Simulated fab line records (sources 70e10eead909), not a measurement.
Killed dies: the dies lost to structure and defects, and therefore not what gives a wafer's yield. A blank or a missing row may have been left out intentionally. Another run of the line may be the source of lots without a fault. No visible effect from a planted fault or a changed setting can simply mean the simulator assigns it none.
Which tool is to blame? ; flow nandHarc ; 33 wafers from 11 lots sampled at 4 of the route's 1302 steps

## WHAT THE GAUGES SHOWED, per wafer
NHARC_P_STI_INSPECT_25.
lot;measured;on;rawDefectCount
L789;day 5 01:21;defectInspect-02;173 209 125
L790;day 5 01:22;defectInspect-02;177 139 164
L791;day 5 14:46;defectInspect-02;179 204 244
L794;day 6 19:14;defectInspect-02;335 312 194
L798;day 8 10:05;defectInspect-01;344 176 209
L801;day 10 01:47;defectInspect-01;541 656 625
L804;day 11 04:43;defectInspect-01;538 531 608
L805;day 11 08:48;defectInspect-01;188 143 162
L806;day 11 22:29;defectInspect-01;210 180 252
L808;day 12 14:45;defectInspect-02;125 284 128
L810;day 13 13:01;defectInspect-02;155 149 128

## EACH LOT AND THE TOOL THAT RAN IT (in order: tool; ch and the chambers of the sampled wafers; start)
lot;NHARC_P_ZERO_WELL_DESCUM_54;NHARC_P_ZERO_WELL_RTA_42;NHARC_P_STI_CMP_21
L789;rieDiel-13 ch 0,1, day 3 00:22;rtpAnneal-02 ch 0, day 3 01:32;cmp-04 ch 0,1,3, day 4 16:31
L790;rieDiel-02 ch 0,2, day 3 09:04;rtpAnneal-01 ch 0, day 3 10:16;cmp-01 ch 0,1, day 4 19:59
L791;rieDiel-12 ch 0,2,3, day 3 17:37;rtpAnneal-02 ch 0, day 3 18:52;cmp-01 ch 0,1, day 5 06:18
L794;rieDiel-13 ch 1,2,3, day 5 00:31;rtpAnneal-02 ch 0, day 5 01:29;cmp-01 ch 0,1, day 6 11:28
L798;rieDiel-13 ch 0,1,3, day 6 16:04;rtpAnneal-02 ch 0, day 6 17:01;cmp-02 ch 0,3, day 8 02:04
L801;rieDiel-12 ch 0,1, day 7 22:11;rtpAnneal-02 ch 0, day 7 23:16;cmp-01 ch 1,2, day 9 18:02
L804;rieDiel-13 ch 1,3, day 9 04:07;rtpAnneal-02 ch 0, day 9 05:06;cmp-01 ch 0,3, day 10 20:14
L805;rieDiel-13 ch 1,2, day 9 13:50;rtpAnneal-01 ch 0, day 9 14:50;cmp-04 ch 1,2,3, day 11 01:01
L806;rieDiel-02 ch 0,2, day 10 00:10;rtpAnneal-01 ch 0, day 10 01:22;cmp-02 ch 2,3, day 11 13:15
L808;rieDiel-13 ch 0,2,3, day 10 20:05;rtpAnneal-02 ch 0, day 10 21:41;cmp-04 ch 1,2, day 12 06:22
L810;rieDiel-02 ch 0,2,3, day 11 16:02;rtpAnneal-02 ch 0, day 11 17:13;cmp-01 ch 0,1,2, day 13 05:05
- NHARC_P_ZERO_WELL_DESCUM_54: chemistry O2, time 3 s.
- NHARC_P_ZERO_WELL_RTA_42: time 300 s.
- NHARC_P_STI_CMP_21: polishes, t overpolish 20 s, target thk 380.67 nm.

## THE ANSWER, worked out from the rows above alone
Rule: the lots themselves supply what counts as usual. The widest of any qualifying gaps counts: lots, ordered by their means at a reading, are off when they make up no more than a third of the lots, leave a main group of 4 or more, and stand apart from it by 3 or more times the standard deviation of that group's means. The tables above print the reading to a certain number of digits; a main group whose means all agree to those digits is not used. Also off: a lot with no number at a reading for which 4 or more lots have one. Where the step has rows for the other lots, those lots are counted as sound.
Off at NHARC_P_STI_INSPECT_25 (rawDefectCount): L801, L804. Mean 196 and standard deviation 42 in the main group.
A tool fits if, at a process step before that reading, it ran every lot that is off, and no sound lot after the first of them. Gauges at NHARC_P_STI_INSPECT_25: tried the same way as those tools. Not one of the candidates tried fits.

## WHAT THE SIMULATOR PUT IN
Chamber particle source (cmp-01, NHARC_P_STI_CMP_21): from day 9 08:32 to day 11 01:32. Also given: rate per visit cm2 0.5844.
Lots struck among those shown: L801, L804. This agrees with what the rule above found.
